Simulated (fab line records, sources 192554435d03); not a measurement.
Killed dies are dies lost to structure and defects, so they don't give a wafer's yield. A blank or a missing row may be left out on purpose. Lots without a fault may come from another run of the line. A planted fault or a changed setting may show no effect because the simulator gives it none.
Chamber matching | flow n5_finfet | N5_BEOL_M10_ETCH_65 on rie_diel-01: 4 sister chambers
The step etches SiARC in CF4, target depth 39 nm, time 65 s. 14 wafers are shown with their chamber, then 7 later ones without.

WAFERS WITH THEIR CHAMBER
wafer  | chamber | showerhead_plenum_p_Torr (Torr) | oes_product_au (a.u.) | throttle_valve_pct (%)
L831.2 | 3       | 2.10                            | 0.71                  | 15.41
L831.5 | 3       | 2.10                            | 0.70                  | 15.41
L831.6 | 0       | 2.14                            | 0.61                  | 15.79
L834.1 | 3       | 2.10                            | 0.70                  | 15.43
L834.2 | 0       | 2.14                            | 0.60                  | 15.80
L834.5 | 3       | 2.10                            | 0.70                  | 15.41
L835.1 | 3       | 2.10                            | 0.70                  | 15.43
L835.4 | 0       | 2.14                            | 0.61                  | 15.81
L835.6 | 3       | 2.10                            | 0.70                  | 15.42
L836.2 | 0       | 2.13                            | 0.60                  | 15.82
L836.3 | 2       | 2.03                            | 0.58                  | 15.64
L836.4 | 1       | 2.23                            | 0.67                  | 15.61
L844.1 | 3       | 2.09                            | 0.68                  | 15.46
L844.4 | 2       | 2.03                            | 0.58                  | 15.71

SIGNATURES (means of the wafers above)
reading                  | chamber 0 | chamber 1 | chamber 2 | chamber 3 | scatter within a chamber
showerhead_plenum_p_Torr | 2.1375    | 2.2300    | 2.0300    | 2.0986    | 0.00401
oes_product_au           | 0.6050    | 0.6700    | 0.5800    | 0.6986    | 0.00765
throttle_valve_pct       | 15.8050   | 15.6100   | 15.6750   | 15.4243   | 0.0222
Rule: a wafer's distance from a chamber is the root of the sum, over the readings, of the square of ((its reading less the chamber's mean) divided by the reading's scatter). The wafer belongs to the nearest chamber; if the next one is less than 2 further off, it can't be placed. The scatter: the root of (the sum of the squares of (reading less its chamber's mean) over the shown wafers, divided by (wafers less chambers)).

WAFERS WITHOUT THEIR CHAMBER
wafer  | showerhead_plenum_p_Torr (Torr) | oes_product_au (a.u.) | throttle_valve_pct (%)
L844.5 | 2.23                            | 0.67                  | 15.63
L851.2 | 2.02                            | 0.57                  | 15.72
L851.4 | 2.02                            | 0.56                  | 15.74
L851.6 | 2.12                            | 0.58                  | 15.87
L853.2 | 2.12                            | 0.58                  | 15.89
L853.4 | 2.08                            | 0.67                  | 15.51
L853.6 | 2.12                            | 0.57                  | 15.89

WHICH CHAMBER EACH WENT THROUGH
wafer  | from the rows above | in truth
L844.5 | 1                   | 1
L851.2 | 2                   | 2
L851.4 | 2                   | 2
L851.6 | 0                   | 0
L853.2 | 0                   | 0
L853.4 | 3                   | 3
L853.6 | 0                   | 0
Placed correctly: 7 of 7. Can't be placed from these rows: 0. Placed wrongly: 0.
